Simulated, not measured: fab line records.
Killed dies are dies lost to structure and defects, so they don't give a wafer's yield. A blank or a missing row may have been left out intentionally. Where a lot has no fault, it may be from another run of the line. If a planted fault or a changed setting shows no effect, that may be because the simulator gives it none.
A lot that was struck, set against a sound lot :: flow n5-finfet :: 27 steps out of a route of 1938
Sound: these wafers, L824.1, L824.2, L824.5. The struck wafers were L828.2, L828.4, L828.6. Last of all comes the cause.
For every step that has rows: the tool of each side, followed by ch and its chambers, followed by its first start. Under that, the readings that differ: sound wafers :: struck wafers :: difference of the means :: sigmas: that difference in standard deviations of wafers without a fault.
alike: words and numbers the same on both sides, and readings whose means are apart by under 2 such deviations; not compared: readings that were withheld, readings missing a value for some wafer, numbers with overlapping values and no deviation given by the record, and bounds like >300 which may hide the same value.
Wherever a step has rows on one side only, a row that says differs or no value, or a row with sigmas, the two part there. Numbers that don't overlap but have no deviation are shown without sigmas and don't part them. A reading that every wafer of one side lacks parts them only if that side has two wafers or more.

first, 10 steps without rows for these wafers: N5_BEOL_M2_DESCUM_16 (chemistry O2, time 7 s); N5_BEOL_M2_ETCH_74 (etches underlayer in N2/H2, target depth 6.5 nm, time 5.2 s); N5_BEOL_M2_ETCH_63 (etches SiARC in CF4, target depth 15.6 nm, time 26 s); N5_BEOL_M2_ETCH_64 (etches SOC in N2/H2, target depth 75 nm, overetch 22.5 nm, time 121.9 s); N5_BEOL_M2_STRIP_65 (strips in N2/H2); N5_BEOL_M2_STRIP_75 (strips in N2/H2); N5_BEOL_M2_STRIP_66 (strips in CF4); N5_BEOL_M2_HM_OPEN_17 (chemistry Cl2/BCl3, target TiN, target depth 20 nm, overetch 6 nm); N5_BEOL_M2_STRIP_19 (strips in O2); N5_BEOL_M2_COAT_67 (time 60 s, resist thk 60 nm).
N5_BEOL_M2_COAT_68: time 60 s, resist thk 12 nm.
  sound on litho-track-01 ch 0, day 7 20:59; struck on litho-track-01 ch 0, day 9 08:46
reading: spin-speed-rpm (rpm)
sound: 1500.7 1499.6 1498.7
struck: 1615.9 1617.1 1616.4
difference: +116.8
sigmas: +99 or more

reading: model.SiARC_of_BEOL_M2_COAT_68.thk-nm (nm)
sound: 12 12 12
struck: 11.6 11.4 11.6
difference: -0.5
sigmas: 
then, 9 steps without rows for these wafers: N5_BEOL_M2_COAT_76 (time 60 s, resist thk 5 nm); N5_BEOL_M2_COAT_22 (resist thk 30 nm); N5_BEOL_M2_EBR_24; N5_BEOL_M2_SOFTBAKE_23 (time 60 s); N5_BEOL_M2_EXPOSE_25 (exposes mask V1, defocus 5 nm); N5_BEOL_M2_PEB_26 (peb time 60 s); N5_BEOL_M2_DEVELOP_27 (develop time 30 s); N5_BEOL_M2_DESCUM_33 (chemistry O2, time 7 s); N5_BEOL_M2_ETCH_77 (etches underlayer in N2/H2, target depth 6.5 nm, time 5.2 s).
N5_BEOL_M2_ETCH_69: etches SiARC in CF4, target depth 15.6 nm, time 26 s.
  sound on rie-diel-02 ch 0,3, day 7 21:32; struck on rie-diel-02 ch 0,1,3, day 9 10:14
reading: model.etch.depth-nm (nm)
sound: 11.97 11.97 11.99
struck: 11.5 11.46 11.51
difference: -0.5
sigmas: 

reading: model.CAR-EUV_of_BEOL_M2_COAT_22.thk-nm (nm)
sound: 11.2 11.2 11
struck: 11.4 11.6 11.4
difference: +0.3
sigmas: 
  alike: cf4-flow-sccm, drypump-motor-current-A, etch-rf-on-time-s, oes-product-au, rf-vpp-V, showerhead-plenum-p-Torr, throttle-valve-pct
  not compared: rf-hours-counter-h
then, 1 step without rows for these wafers: N5_BEOL_M2_ALD_98 (deposits SiO2, target thk 2.5 nm, pulse time 1 s, co reactant pulse time 1 s).
N5_BEOL_M2_ETCHBACK_99: etches SiO2 in CHF3, target depth 5 nm, time 10.4 s.
  sound on rie-diel-02 ch 0,1,2, day 8 08:53; struck on rie-diel-02 ch 0,1,3, day 9 13:34
reading: model.CAR-EUV_of_BEOL_M2_COAT_22.thk-nm (nm)
sound: 10.4 10.4 10.4
struck: 10.8 10.8 10.6
difference: +0.3
sigmas: 
  alike: drypump-motor-current-A, oes-product-au, rf-vpp-V, showerhead-plenum-p-Torr, throttle-valve-pct
  not compared: rf-hours-counter-h
N5_BEOL_M2_ETCH_70: etches SOC in N2/H2, target depth 80 nm, overetch 24 nm, time 130 s.
  sound on rie-diel-02 ch 0,1,2, day 8 08:55; struck on rie-diel-02 ch 0,1,3, day 9 13:36
reading: model.SiARC_of_BEOL_M2_COAT_68.thk-nm (nm)
sound: 5.6 5.8 5.6
struck: 5.4 5 5.2
difference: -0.5
sigmas: 
  alike: drypump-motor-current-A, n2-flow-sccm, oes-product-au, rf-vpp-V, showerhead-plenum-p-Torr, temp-c, throttle-valve-pct
  not compared: rf-hours-counter-h
then, 1 step without rows for these wafers: N5_BEOL_M2_STRIP_71 (strips in N2/H2).
N5_BEOL_M4_RC_MEAS_101:
  sound on prober-01 ch 0, day 9 11:46; struck on prober-02 ch 0, day 10 10:25
  alike: DIBL_N, DIBL_P, IOFF_N, IOFF_P, ION_N, ION_P, SS_N, SS_P, VT_N, VT_P
-- record jumps: 4 days separate the struck wafers' starts on either side; left off in module BEOL_M4, taken up again in module PASSIVATION, whose first shown step is the route's number 1936 --
N5_PASSIVATION_PROBE_49:
  rows exist in the record for the struck wafers here (prober-01, day 14 14:25), but not for the sound ones

WHERE THEY PART
At N5_BEOL_M2_COAT_68 first; at N5_PASSIVATION_PROBE_49 last (within this record only).

WHY: the cause the simulator had injected
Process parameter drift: litho-track-01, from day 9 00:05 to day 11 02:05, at N5_BEOL_M2_COAT_68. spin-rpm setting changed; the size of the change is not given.
